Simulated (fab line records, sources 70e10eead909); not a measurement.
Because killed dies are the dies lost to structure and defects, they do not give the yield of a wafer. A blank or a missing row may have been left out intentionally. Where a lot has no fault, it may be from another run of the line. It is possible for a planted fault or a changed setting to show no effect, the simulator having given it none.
Code-filled problem report in 8D (eight disciplines) form / flow nand harc / the parts of the form that need people (team, actions taken, sign-off) are left out

== 1. WHAT IS WRONG ==
run length s at NHARC_P_BONDPAD_ETCH_24 reads a mean of 76.6 s on 2 wafers of 1 lot; wafers without a fault read 94.2 s with a standard deviation of 0.34. Measured from the usual mean, that is -52 standard deviations.
The step: etches the open film in CF4/N2, target depth 30 nm, time 72.99 s.
First observed at day 12 19:37: wafer L234.3, on rie diel-04. The record holds 30 wafers of 10 lots with a number at this step. The rule behind "out" and "out of limits": a value lying over 4 standard deviations away from the usual mean. The other wafers with a number count as sound.

== 2. WHAT IT IS; WHAT IT IS NOT ==
question=which readings at this step | is=run length s | is not=drypump motor current A, oes product au, rf vpp V, showerhead plenum p Torr, throttle valve pct
question=which lots | is=L234 | is not=L222, L223, L224, L231, L235, L240, L241, L242, L243
question=which wafers of those lots | is=L234.3, L234.6 | is not=L234.5
question=read on which tools | is=rie diel-04 | is not=rie diel-02, rie diel-07
question=when | is=from day 12 19:37 | is not=up to then (13 sound wafers); but 15 sound wafers of L235, L240, L241, L242, L243 came after

== 3. THE SUSPECTS, EACH WITH WHAT RULES IT OUT ==
Counting: a tool at a process step up to the reading stays a suspect if it ran every lot that is out. Sound lots after the first of them don't rule it out here, since some wafers of a struck lot are sound.
- rie diel-07 at NHARC_P_BONDPAD_DESCUM_11 (chemistry O2, time 3 s): kept. It ran the lot that is out, L234 (day 12 19:04).
- rie diel-07 at NHARC_P_BONDPAD_ETCH_37 (etches the open film in N2/H2, target depth 60 nm, overetch 18 nm, time 65.91 s): kept. It ran the lot that is out, L234 (day 12 19:07).
- rie diel-04 at NHARC_P_BONDPAD_ETCH_24 (etches the open film in CF4/N2, target depth 30 nm, time 72.99 s): kept. It ran the lot that is out, L234 (day 12 19:37). Its own run length s readings are out on those wafers.
- Within rie diel-07 at NHARC_P_BONDPAD_DESCUM_11: the wafers that are out ran in chambers 0, 3; their sound lot-mates ran in chamber 1.
- Within rie diel-04 at NHARC_P_BONDPAD_ETCH_24: the wafers that are out ran in chamber 0; their sound lot-mates ran in chamber 2.
After the count, these remain: rie diel-07 at NHARC_P_BONDPAD_DESCUM_11, rie diel-07 at NHARC_P_BONDPAD_ETCH_37 and rie diel-04 at NHARC_P_BONDPAD_ETCH_24.

== 4. THE CAUSE (what the simulator had put in) ==
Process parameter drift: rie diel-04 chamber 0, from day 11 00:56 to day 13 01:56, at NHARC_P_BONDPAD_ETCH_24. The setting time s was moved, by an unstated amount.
Counting left 3 suspects, and this tool is among them.

== 5. SEQUENCE OF EFFECTS, ordered by route ==
One row per reading whose mean, taken over the struck wafers that have a number, lies over 3 standard deviations from the usual. Readings are gone through only where the record gives a usual standard deviation; hours: the median, over the lots, of the time from a lot's start at the first step in this table giving one to that lot's start at this step; sigmas: the change measured in usual standard deviations.
hours=0; step=NHARC_P_BONDPAD_ETCH_24; reading=run length s; usual=94.2 s; on struck wafers=76.6; change=-17.6; sigmas=-52
Here are the process steps it includes:
- NHARC_P_BONDPAD_ETCH_24: etches the open film in CF4/N2, target depth 30 nm, time 72.99 s.

== 6. HOW IT WOULD HAVE BEEN CAUGHT EARLIER ==
In this record the first reading out of limits was taken at day 12 19:37, 43 hours after the fault began at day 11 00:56.
